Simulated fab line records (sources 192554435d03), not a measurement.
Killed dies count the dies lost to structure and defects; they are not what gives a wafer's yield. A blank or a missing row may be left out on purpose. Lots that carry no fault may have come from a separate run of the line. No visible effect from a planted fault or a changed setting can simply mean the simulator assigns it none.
Lot-split experiment -- flow n5 finfet -- 21 wafers read across 7 lots, on a route 1938 steps long

== THE SPLIT ==
At N5_BEOL_M1_PECVD_72 (deposits SiO2 from TEOS/O2, target thk 16 nm, time 18 s), the setting time s was moved away from the recipe's 18 s on 6 of the 21 wafers read, by -12.2% to +9.8%. This setting was run at the recipe's value on the other wafers.

Reading taken at the split's own step.

== THE READING ==
SiO2_of_BEOL_M1_PECVD_72.thk nm (the simulator's own value, which no gauge read), in nm, at N5_BEOL_M1_PECVD_72 (deposits SiO2 from TEOS/O2, target thk 16 nm, time 18 s). There is no usual value for it anywhere in the file. Average 15.9 nm, standard deviation 0.23 nm, over the 15 wafers here run with the recipe.

wafer,"tool, chamber at the split","time s as run, s",against the recipe,"SiO2_of_BEOL_M1_PECVD_72.thk nm, nm",against lot-mates on the recipe
L075.2,"pecvd-03, 0,2",18,recipe,16.2,-
L075.3,"pecvd-03, 0,2",18,recipe,16.2,-
L075.5,"pecvd-03, 0",18,recipe,16,-
L084.3,"pecvd-04, 1",18,recipe,15.8,-
L084.5,"pecvd-04, 0",19.76,+9.8%,17.8,+1.8
L084.6,"pecvd-04, 1",18,recipe,16.2,-
L085.1,"pecvd-04, 0,2",15.8,-12.2%,14,-2.2
L085.6,"pecvd-04, 0,2",15.8,-12.2%,14,-2.2
L085.4,"pecvd-04, 0",18,recipe,16.2,-
L090.3,"pecvd-01, 0",18,recipe,15.8,-
L090.4,"pecvd-01, 1,0",18,recipe,16,-
L090.5,"pecvd-01, 1,0",18,recipe,16,-
L093.3,"pecvd-01, 1",19.75,+9.7%,17,+1.3
L093.4,"pecvd-01, 2",18,recipe,15.6,-
L093.5,"pecvd-01, 1",18,recipe,15.8,-
L092.1,"pecvd-03, 0",18,recipe,15.6,-
L092.3,"pecvd-03, 1",16.08,-10.7%,14,-1.6
L092.4,"pecvd-03, 2",16.08,-10.7%,14.4,-1.2
L096.2,"pecvd-04, 2,0",18,recipe,15.6,-
L096.3,"pecvd-04, 2,0",18,recipe,15.6,-
L096.5,"pecvd-04, 0",18,recipe,16,-
When a row names more than one chamber, that row covers several wafers, and the file does not tell which wafer ran in which chamber.

FIT RESULTS
A straight line over all 21 wafers: SiO2_of_BEOL_M1_PECVD_72.thk nm changes by +0.156 nm for each +1% of time s; r = +0.97; the points scatter about the line by 0.25 nm.
The same after taking each lot's own level away (the mean of its wafers on the recipe; 21 wafers): +0.159 nm for each +1%; r = +0.98; scatter 0.2 nm.
That fit puts the effect of the largest move of time s on the reading at 1.9 nm.
From 15.60 to 16.20 nm: that is the span of the lots' own levels, equal to 2.6 times the standard deviation above.
So the lot-to-lot level changes the slope little: the two slopes agree.
Check: for one of the wafers moved furthest among these (-12.2%), held out of the fit, the line's prediction against its lot-mates is -1.87 nm. It came out at -2.2 nm against them.

== THE OTHER SPLITS THESE WAFERS WENT THROUGH ==
Note: prior to the reading, these wafers also went through further splits. Each is held against what the fit with the lots' levels taken away leaves over:
other split on the same wafers,wafers away from the commonest value,r with SiO2_of_BEOL_M1_PECVD_72.thk nm (lot level and that fit taken away)
N5_BEOL_M0_SAQP_SPACER2_ALD_26 target thk a,4,+0.24
N5_BEOL_M0_SAQP_COAT_69 spin rpm,7,-0.13

== FILE'S OWN FIT ==
SiO2_of_BEOL_M1_PECVD_72.thk nm changes by +0.159 nm for each +1% of time s, r = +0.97.
